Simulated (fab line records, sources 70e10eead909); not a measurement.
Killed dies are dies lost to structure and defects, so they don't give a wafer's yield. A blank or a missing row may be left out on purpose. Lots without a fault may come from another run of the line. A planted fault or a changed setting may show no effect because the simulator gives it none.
Chamber matching | flow nand_harc | NHARC_P_GATE_DESCUM_48 on rie_diel-05: 4 sister chambers
The step chemistry O2, time 3 s. 18 wafers are shown with their chamber, then 9 later ones without.

WAFERS WITH THEIR CHAMBER
wafer  | chamber | drypump_motor_current_A (A) | throttle_valve_pct (%) | rf_vpp_V (V)
L075.2 | 1       | 6.4                         | 11.306                 | 56.5
L075.3 | 3       | 5.3                         | 11.309                 | 56.2
L075.4 | 0       | 5.5                         | 11.317                 | 56.4
L081.1 | 2       | 5.7                         | 11.319                 | 57.6
L081.2 | 3       | 5.3                         | 11.310                 | 58.9
L081.5 | 0       | 5.5                         | 11.312                 | 56.4
L084.1 | 1       | 6.4                         | 11.311                 | 58.2
L084.2 | 0       | 5.5                         | 11.310                 | 56.4
L084.4 | 3       | 5.3                         | 11.320                 | 58.1
L085.1 | 2       | 5.7                         | 11.320                 | 56.7
L085.2 | 1       | 6.3                         | 11.317                 | 58.2
L085.6 | 3       | 5.4                         | 11.329                 | 59.2
L086.1 | 0       | 5.6                         | 11.304                 | 57.0
L086.2 | 3       | 5.3                         | 11.314                 | 57.7
L086.5 | 3       | 5.4                         | 11.317                 | 58.0
L088.1 | 1       | 6.3                         | 11.305                 | 56.8
L088.2 | 0       | 5.5                         | 11.307                 | 56.5
L088.3 | 3       | 5.3                         | 11.320                 | 58.6

SIGNATURES (means of the wafers above)
reading                 | chamber 0 | chamber 1 | chamber 2 | chamber 3 | scatter within a chamber
drypump_motor_current_A | 5.520     | 6.350     | 5.700     | 5.329     | 0.048
throttle_valve_pct      | 11.31000  | 11.30975  | 11.31950  | 11.31700  | 0.00581
rf_vpp_V                | 56.540    | 57.425    | 57.150    | 58.100    | 0.802
Rule: a wafer's distance from a chamber is the root of the sum, over the readings, of the square of ((its reading less the chamber's mean) divided by the reading's scatter). The wafer belongs to the nearest chamber; if the next one is less than 2 further off, it can't be placed. The scatter: the root of (the sum of the squares of (reading less its chamber's mean) over the shown wafers, divided by (wafers less chambers)).

WAFERS WITHOUT THEIR CHAMBER
wafer  | drypump_motor_current_A (A) | throttle_valve_pct (%) | rf_vpp_V (V)
L091.2 | 5.4                         | 11.307                 | 57.4
L091.5 | 5.4                         | 11.308                 | 58.1
L091.6 | 5.5                         | 11.310                 | 56.7
L093.3 | 5.7                         | 11.322                 | 57.3
L093.4 | 6.4                         | 11.328                 | 56.3
L093.5 | 5.4                         | 11.317                 | 57.6
L094.1 | 5.7                         | 11.315                 | 57.7
L094.5 | 6.3                         | 11.314                 | 58.0
L094.6 | 5.7                         | 11.309                 | 58.7

WHICH CHAMBER EACH WENT THROUGH
wafer  | from the rows above     | in truth
L091.2 | can't be placed: 3 or 0 | 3
L091.5 | can't be placed: 3 or 0 | 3
L091.6 | 0                       | 0
L093.3 | 2                       | 2
L093.4 | 1                       | 1
L093.5 | can't be placed: 3 or 0 | 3
L094.1 | 2                       | 2
L094.5 | 1                       | 1
L094.6 | can't be placed: 2 or 0 | 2
Placed correctly: 5 of 9. Can't be placed from these rows: 4 (the true chamber is among the candidates in 4). Placed wrongly: 0.
